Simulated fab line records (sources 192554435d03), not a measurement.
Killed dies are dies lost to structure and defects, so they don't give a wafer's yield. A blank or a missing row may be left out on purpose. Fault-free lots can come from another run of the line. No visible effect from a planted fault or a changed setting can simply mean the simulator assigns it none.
A lot that was struck, set against a sound lot / flow n5_finfet / 36 steps out of a route of 1938
Sound: the wafers L753.2, L753.4, L753.6. Struck: wafers L755.1, L755.2, L755.4. The cause is named last.
At each step with rows: each side's tool, then ch and its chambers, then its first start. Under that, the readings that differ: sound wafers / struck wafers / difference of the means / sigmas: that difference in standard deviations of wafers without a fault.
alike: readings with means less than 2 such deviations apart, plus words and numbers identical on both sides. not compared: withheld readings, readings lacking a value on some wafer, bounds such as >300 that could conceal the same value, and numbers that have no deviation in the record and whose values overlap.
The two part at a step that has a row with sigmas, a row that says differs or no value, or rows on one side only. Non-overlapping numbers with no deviation appear without sigmas and do not part them. A reading missing from all wafers of one side parts the sides only when that side holds two or more wafers.

first, 9 steps without rows for these wafers: N5_WELL_APT_HMDS_18 (time 60 s); N5_WELL_APT_COAT_19 (resist thk 950 nm); N5_WELL_APT_EBR_21; N5_WELL_APT_SOFTBAKE_20 (time 60 s); N5_WELL_APT_EXPOSE_22 (exposes mask PWELL, defocus 0 nm, target cd 200 nm); N5_WELL_APT_PEB_23 (peb time 90 s); N5_WELL_APT_DEVELOP_24 (develop time 45 s); N5_WELL_APT_HARDBAKE_29 (time 120 s); N5_WELL_APT_DESCUM_30 (chemistry O2, time 7.9 s).
N5_WELL_APT_IMPLANT_31:
  sound on implanter-02 ch 0, day 2 03:09; struck on implanter-02 ch 0, day 2 15:03
reading=beam_energy_keV; sound=60.003 59.972 60.015; struck=51.206 51.218 51.218; difference=-8.783; sigmas=-99 or more
reading=model.implant.rp_nm (nm); sound=189.3 189.3 189.3; struck=168.1 168.1 168.1; difference=-21.2; sigmas=
reading=model.implant.drp_nm (nm); sound=64.53 64.53 64.53; struck=59.21 59.21 59.21; difference=-5.32; sigmas=
  alike: tilt_deg
then, 25 steps without rows for these wafers: N5_WELL_APT_IMPLANT_32; N5_WELL_APT_STRIP_33 (strips in SPM, time 900 s); N5_WELL_APT_RTA_34 (time 10 s); N5_WELL_APT_OXIDE_STRIP_42 (strips SiO2 in dHF, time 45 s, target depth 12 nm); N5_WELL_APT_PRECLEAN_36 (cleans in O3/DIW, time 45 s); N5_WELL_APT_PRECLEAN_39 (cleans in dHF, time 60 s); N5_WELL_APT_SRD_37 (time 30 s); N5_WELL_APT_EPI_41 (deposits Si from SiH4/H2, target thk 50 nm, time 297.7 s); N5_PMOS_HMC_CHANNEL_EPI_HM_DEP_34 (deposits SiO2 from TEOS/O2, target thk 36 nm, time 6.9 s); N5_PMOS_HMC_CHANNEL_EPI_COAT_31 (time 60 s, resist thk 66 nm); N5_PMOS_HMC_CHANNEL_EPI_COAT_03 (resist thk 205 nm); N5_PMOS_HMC_CHANNEL_EPI_EBR_05; N5_PMOS_HMC_CHANNEL_EPI_SOFTBAKE_04 (time 60 s); N5_PMOS_HMC_CHANNEL_EPI_EXPOSE_06 (exposes mask PMOS HMC BLK, target cd 240 nm); N5_PMOS_HMC_CHANNEL_EPI_PEB_07 (peb time 60 s); N5_PMOS_HMC_CHANNEL_EPI_DEVELOP_08 (develop time 30 s); N5_PMOS_HMC_CHANNEL_EPI_DESCUM_14 (chemistry O2, time 7.9 s); N5_PMOS_HMC_CHANNEL_EPI_ETCH_32 (etches BARC in N2/H2, stops on SiO2, target depth 85.8 nm, time 50.3 s); N5_PMOS_HMC_CHANNEL_EPI_HM_OPEN_15 (chemistry CHF3/O2, target SiO2, target depth 40.6 nm, time 20.3 s); N5_PMOS_HMC_CHANNEL_EPI_STRIP_33 (strips in N2/H2); N5_PMOS_HMC_CHANNEL_EPI_STRIP_17 (strips in SPM, time 750 s); N5_PMOS_HMC_CHANNEL_EPI_ETCH_38 (etches SiO2 in CF4, target depth 1.5 nm); N5_PMOS_HMC_CHANNEL_EPI_FIN_RECESS_16 (chemistry HBr/Cl2, target Si, target depth 54 nm, time 18 s); N5_PMOS_HMC_CHANNEL_EPI_PRECLEAN_36 (cleans in O3/DIW, time 45 s); N5_PMOS_HMC_CHANNEL_EPI_PRECLEAN_18 (cleans in DHF, time 30 s).
-- record jumps: 7 days separate the struck wafers' starts on either side; left off in module PMOS_HMC_CHANNEL_EPI, taken up again in module BEOL_M4, whose first shown step is the route's number 1111 --
N5_BEOL_M4_RC_MEAS_101:
  sound on prober-02 ch 0, day 8 11:48; struck on prober-01 ch 0, day 9 05:26
reading=RS_PWELL (ohm/sq); sound=3017 3020 3013; struck=3213 3248 3267; difference=+226; sigmas=+9
  alike: DIBL_N, DIBL_P, IOFF_N, IOFF_P, ION_N, ION_P, SS_N, SS_P, VT_N, VT_P

== WHERE THEY PART ==
Last at N5_BEOL_M4_RC_MEAS_101 as far as this record goes, first at N5_WELL_APT_IMPLANT_31.

WHY: whatever the simulator had introduced
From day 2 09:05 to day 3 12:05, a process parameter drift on implanter-02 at N5_WELL_APT_IMPLANT_31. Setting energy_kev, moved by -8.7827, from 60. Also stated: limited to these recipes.
